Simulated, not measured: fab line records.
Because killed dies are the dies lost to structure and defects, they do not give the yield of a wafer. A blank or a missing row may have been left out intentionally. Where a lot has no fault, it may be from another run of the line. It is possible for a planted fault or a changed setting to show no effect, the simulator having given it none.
Matching of chambers	flow n5-finfet	N5_BEOL_M0_SAQP_SPACER1_ALD_98 on ald-sin-02 has 3 sister chambers
The step deposits SiO2, target thk 12.8 nm, pulse time 1 s, purge time 2 s. 3 wafers are shown with their chamber, then 6 later ones without.

== WAFERS PAIRED WITH THEIR CHAMBERS ==
wafer	chamber	heater-power-w (W)
L087.2	0	436
L094.1	2	486
L094.3	3	420

== WAFERS WITH NO CHAMBER GIVEN ==
wafer	heater-power-w (W)
L094.6	446
L096.1	429
L096.4	443
L096.5	422
L097.1	431
L097.6	484

== WHICH CHAMBER EACH ONE RAN IN ==
wafer	from the rows above	in truth
L094.6	0	0
L096.1	can't be placed: 0 or 3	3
L096.4	0	0
L096.5	can't be placed: 3 or 0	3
L097.1	can't be placed: 0 or 3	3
L097.6	2	2
Correctly placed: 3 of 6. These rows do not allow placing 3 (true chamber among the candidates in 3). Wrongly placed: 0.
How it was worked out, from the rows above alone: a wafer's distance from a chamber is the root of the sum, over the readings, of the square of ((its reading less the chamber's mean) divided by the reading's scatter). If the next closest chamber is less than 2 further off than the closest, the wafer can't be placed; otherwise it belongs to the closest. Each chamber's mean is taken over the wafers shown for it. The scatter: with one shown wafer a chamber, the root of the mean of the squares of how far each hidden wafer lies from its nearest shown one.
